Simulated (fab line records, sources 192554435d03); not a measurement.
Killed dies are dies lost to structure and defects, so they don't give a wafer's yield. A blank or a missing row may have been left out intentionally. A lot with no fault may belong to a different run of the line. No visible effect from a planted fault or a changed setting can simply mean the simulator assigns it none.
Split-lot trial || flow n5Finfet || 21 wafers read across 7 lots, on a route 1938 steps long

## THE SPLIT ITSELF
At N5_BEOL_M6_HM_DEP_02 (deposits TiN, target thk 20 nm), the setting targetThkA was moved away from the recipe's 200 angstrom on 9 of the 21 wafers read, by -10.8% to +10.7%. The other wafers ran this setting at the recipe's value.

## FROM THE SPLIT TO THE READING: what the file shows between them, 5 steps
- N5_BEOL_M6_EXPOSE_08: exposes mask M6 (also split here: doseMj)
- N5_BEOL_M6_PEB_09: peb time 60 s
- N5_BEOL_M6_DEVELOP_10: develop time 30 s
- N5_BEOL_M6_STRIP_68: strips in N2/H2
- N5_BEOL_M6_STRIP_67: strips in CF4

## THE READING
etch.depthNm (the simulator's own value, which no gauge read), in nm, at N5_BEOL_M6_HM_OPEN_17 (chemistry Cl2/BCl3, target TiN, target depth 20 nm, overetch 6 nm). The file does not state a usual value for it. Across the 12 wafers here that went through the recipe, the average is 19.77 nm and the standard deviation 0.31 nm.

{"wafer": "L077.2", "tool, chamber at the split": "pvdSputter-03, -", "targetThkA as run, angstrom": 200, "against the recipe": "recipe", "etch.depthNm, nm": 19.48, "against lot-mates on the recipe": "-"}
{"wafer": "L077.3", "tool, chamber at the split": "pvdSputter-03, -", "targetThkA as run, angstrom": 210.1, "against the recipe": "+5.0%", "etch.depthNm, nm": 20.37, "against lot-mates on the recipe": "+0.84"}
{"wafer": "L077.4", "tool, chamber at the split": "pvdSputter-03, -", "targetThkA as run, angstrom": 200, "against the recipe": "recipe", "etch.depthNm, nm": 19.58, "against lot-mates on the recipe": "-"}
{"wafer": "L079.2", "tool, chamber at the split": "pvdSputter-03, -", "targetThkA as run, angstrom": 178.5, "against the recipe": "-10.8%", "etch.depthNm, nm": 17.68, "against lot-mates on the recipe": -1.99}
{"wafer": "L079.5", "tool, chamber at the split": "pvdSputter-03, -", "targetThkA as run, angstrom": 200, "against the recipe": "recipe", "etch.depthNm, nm": 19.78, "against lot-mates on the recipe": "-"}
{"wafer": "L079.6", "tool, chamber at the split": "pvdSputter-03, -", "targetThkA as run, angstrom": 200, "against the recipe": "recipe", "etch.depthNm, nm": 19.56, "against lot-mates on the recipe": "-"}
{"wafer": "L078.1", "tool, chamber at the split": "pvdSputter-01, -", "targetThkA as run, angstrom": 200, "against the recipe": "recipe", "etch.depthNm, nm": 20.12, "against lot-mates on the recipe": "-"}
{"wafer": "L078.2", "tool, chamber at the split": "pvdSputter-01, -", "targetThkA as run, angstrom": 200, "against the recipe": "recipe", "etch.depthNm, nm": 20.19, "against lot-mates on the recipe": "-"}
{"wafer": "L078.6", "tool, chamber at the split": "pvdSputter-01, -", "targetThkA as run, angstrom": 200, "against the recipe": "recipe", "etch.depthNm, nm": 20.19, "against lot-mates on the recipe": "-"}
{"wafer": "L080.3", "tool, chamber at the split": "pvdSputter-01, -", "targetThkA as run, angstrom": 210.7, "against the recipe": "+5.3%", "etch.depthNm, nm": 20.9, "against lot-mates on the recipe": "no lot-mate on the recipe"}
{"wafer": "L080.4", "tool, chamber at the split": "pvdSputter-01, -", "targetThkA as run, angstrom": 210.7, "against the recipe": "+5.3%", "etch.depthNm, nm": 20.66, "against lot-mates on the recipe": "no lot-mate on the recipe"}
{"wafer": "L080.5", "tool, chamber at the split": "pvdSputter-01, -", "targetThkA as run, angstrom": 210.7, "against the recipe": "+5.3%", "etch.depthNm, nm": 20.41, "against lot-mates on the recipe": "no lot-mate on the recipe"}
{"wafer": "L083.2", "tool, chamber at the split": "pvdSputter-01, -", "targetThkA as run, angstrom": 200, "against the recipe": "recipe", "etch.depthNm, nm": 20.15, "against lot-mates on the recipe": "-"}
{"wafer": "L083.3", "tool, chamber at the split": "pvdSputter-01, -", "targetThkA as run, angstrom": 221.4, "against the recipe": "+10.7%", "etch.depthNm, nm": 22.02, "against lot-mates on the recipe": "+1.87"}
{"wafer": "L083.5", "tool, chamber at the split": "pvdSputter-01, -", "targetThkA as run, angstrom": 221.4, "against the recipe": "+10.7%", "etch.depthNm, nm": 22.5, "against lot-mates on the recipe": "+2.35"}
{"wafer": "L084.1", "tool, chamber at the split": "pvdSputter-03, -", "targetThkA as run, angstrom": 200, "against the recipe": "recipe", "etch.depthNm, nm": 19.82, "against lot-mates on the recipe": "-"}
{"wafer": "L084.2", "tool, chamber at the split": "pvdSputter-03, -", "targetThkA as run, angstrom": 200, "against the recipe": "recipe", "etch.depthNm, nm": 19.58, "against lot-mates on the recipe": "-"}
{"wafer": "L084.4", "tool, chamber at the split": "pvdSputter-03, -", "targetThkA as run, angstrom": 190.7, "against the recipe": "-4.7%", "etch.depthNm, nm": 19.08, "against lot-mates on the recipe": -0.62}
{"wafer": "L085.2", "tool, chamber at the split": "pvdSputter-02, -", "targetThkA as run, angstrom": 200, "against the recipe": "recipe", "etch.depthNm, nm": 19.51, "against lot-mates on the recipe": "-"}
{"wafer": "L085.5", "tool, chamber at the split": "pvdSputter-02, -", "targetThkA as run, angstrom": 191.2, "against the recipe": "-4.4%", "etch.depthNm, nm": 18.5, "against lot-mates on the recipe": -0.88}
{"wafer": "L085.6", "tool, chamber at the split": "pvdSputter-02, -", "targetThkA as run, angstrom": 200, "against the recipe": "recipe", "etch.depthNm, nm": 19.25, "against lot-mates on the recipe": "-"}

FIT RESULTS
A straight line over all 21 wafers: etch.depthNm changes by +0.206 nm for each +1% of targetThkA; r = +0.95; the points scatter about the line by 0.33 nm.
The same after taking each lot's own level away (the mean of its wafers on the recipe; 18 wafers): +0.188 nm for each +1%; r = +0.99; scatter 0.14 nm.
On that fit, the largest move of targetThkA shifts the reading by 2 nm.
The lots' own levels span 19.380 to 20.167 nm, that is 2.5 times the standard deviation above.
Hence the lot-to-lot level has little effect on the slope; both slopes agree.
Check: with one of the wafers moved furthest among these (-10.8%) left out of the fit, the line predicts -2.02 nm for it against its lot-mates. Against them it came out at -1.99 nm.

## FURTHER SPLITS ON THESE WAFERS
Other splits were also applied to these wafers ahead of the reading. Each is held against what the fit with the lots' levels taken away leaves over:
{"other split on the same wafers": "N5_BEOL_M4_PECVD_72 tempC", "wafers away from the commonest value": 6, "r with etch.depthNm (lot level and that fit taken away)": -0.04}
{"other split on the same wafers": "N5_BEOL_M5_COAT_05 spinRpm", "wafers away from the commonest value": 7, "r with etch.depthNm (lot level and that fit taken away)": -0.06}
{"other split on the same wafers": "N5_BEOL_M5_ETCH_72 biasW", "wafers away from the commonest value": 9, "r with etch.depthNm (lot level and that fit taken away)": "+0.33"}
{"other split on the same wafers": "N5_BEOL_M6_EXPOSE_08 doseMj", "wafers away from the commonest value": 6, "r with etch.depthNm (lot level and that fit taken away)": -0.44}

## THE WHOLE CHAIN: every reading that the file lists as answering this split, in the file's order
{"step": "N5_BEOL_M6_HM_DEP_02", "what it does": "deposits TiN, target thk 20 nm", "reading": "TiN_of_BEOL_M6_HM_DEP_02.thkNm (the simulator's own value, which no gauge read)", "change (the file's fit)": "+0.189 nm for each +1% of the setting", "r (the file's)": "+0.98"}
{"step": "N5_BEOL_M6_HM_OPEN_17", "what it does": "chemistry Cl2/BCl3, target TiN, target depth 20 nm, overetch 6 nm", "reading": "etch.depthNm (the simulator's own value, which no gauge read)", "change (the file's fit)": "+0.185 nm for each +1% of the setting", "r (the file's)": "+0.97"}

## THE FILE'S OWN FIT
etch.depthNm changes by +0.185 nm for each +1% of targetThkA, r = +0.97.
